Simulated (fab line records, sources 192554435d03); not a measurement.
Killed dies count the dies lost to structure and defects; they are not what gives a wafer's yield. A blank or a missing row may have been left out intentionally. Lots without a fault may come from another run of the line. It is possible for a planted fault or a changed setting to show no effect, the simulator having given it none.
Split-lot trial | flow n5Finfet | 21 wafers read across 7 lots, on a route 1938 steps long

SPLIT DETAILS
At N5_BEOL_M11_PEB_26 (peb time 60 s), the setting pebTimeS was moved away from the recipe's 60 s on 8 of the 21 wafers read, by -20.4% to +15.5%. All remaining wafers had this setting at the recipe value.

FROM THE SPLIT TO THE READING: what the file shows between them, 1 step
- N5_BEOL_M11_DEVELOP_27: develop time 30 s

THE READING
At N5_BEOL_M11_CD_MEAS_28: cdNm in nanometres, against a target cd of 70 nm. A value of 69.5 nm with a standard deviation of 1.1 nm is what fault-free wafers of this fab line usually give.

wafer  | tool, chamber at the split | pebTimeS as run, s | against the recipe | cdNm, nm | against lot-mates on the recipe
L080.2 | lithoTrack-04, 0           | 68.5               | +14.2%             | 74.8     | +5.4
L080.3 | lithoTrack-04, 0           | 60                 | recipe             | 69.4     | -
L080.4 | lithoTrack-04, 0           | 68.5               | +14.2%             | 74.0     | +4.6
L083.1 | lithoTrack-01, 0           | 49.13              | -18.1%             | 58.7     | -10.5
L083.3 | lithoTrack-01, 0           | 60                 | recipe             | 69.4     | -
L083.6 | lithoTrack-01, 0           | 60                 | recipe             | 68.9     | -
L078.2 | lithoTrack-01, 0           | 49.22              | -18.0%             | 61.2     | -7.4
L078.4 | lithoTrack-01, 0           | 60                 | recipe             | 69.5     | -
L078.5 | lithoTrack-01, 0           | 60                 | recipe             | 67.7     | -
L086.1 | lithoTrack-01, 0           | 69.33              | +15.5%             | 75.4     | no lot-mate on the recipe
L086.5 | lithoTrack-01, 0           | 69.33              | +15.5%             | 73.8     | no lot-mate on the recipe
L086.6 | lithoTrack-01, 0           | 69.33              | +15.5%             | 75.5     | no lot-mate on the recipe
L089.1 | lithoTrack-01, 0           | 60                 | recipe             | 70.4     | -
L089.3 | lithoTrack-01, 0           | 60                 | recipe             | 69.5     | -
L089.6 | lithoTrack-01, 0           | 60                 | recipe             | 69.8     | -
L094.2 | lithoTrack-01, 0           | 60                 | recipe             | 68.0     | -
L094.4 | lithoTrack-01, 0           | 60                 | recipe             | 67.9     | -
L094.6 | lithoTrack-01, 0           | 47.78              | -20.4%             | 57.1     | -10.9
L092.2 | lithoTrack-05, 0           | 60                 | recipe             | 69.5     | -
L092.3 | lithoTrack-05, 0           | 60                 | recipe             | 71.2     | -
L092.6 | lithoTrack-05, 0           | 60                 | recipe             | 70.4     | -

FIT RESULTS
A straight line over all 21 wafers: cdNm changes by +0.457 nm for each +1% of pebTimeS; r = +0.97; the points scatter about the line by 1.3 nm.
The same after taking each lot's own level away (the mean of its wafers on the recipe; 18 wafers): +0.461 nm for each +1%; r = +0.98; scatter 0.94 nm.
Per that fit: largest pebTimeS move, reading shift of 9.4 nm.
Measured against the standard deviation above, the lots' own levels, which go from 67.95 to 70.37 nm, span 2.2 times it.
The two slopes agree, so the slope changes little with the lot-to-lot level.
Check: -9.2 nm against its lot-mates is what the line predicts for one of the wafers moved furthest among these (-20.4%) when that wafer is left out of the fit. It came out at -10.9 nm against them.

THE OTHER SPLITS THESE WAFERS WENT THROUGH
Note: prior to the reading, these wafers also went through further splits. Each is held against what the fit with the lots' levels taken away leaves over:
other split on the same wafers  | wafers away from the commonest value | r with cdNm (lot level and that fit taken away)
N5_BEOL_M9_TRENCH_ETCH_37 biasW | 9                                    | +0.27
N5_BEOL_M10_ETCH_41 sourceW     | 4                                    | +0.03

FILE'S OWN FIT
cdNm changes by +0.484 nm for each +1% of pebTimeS, r = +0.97.
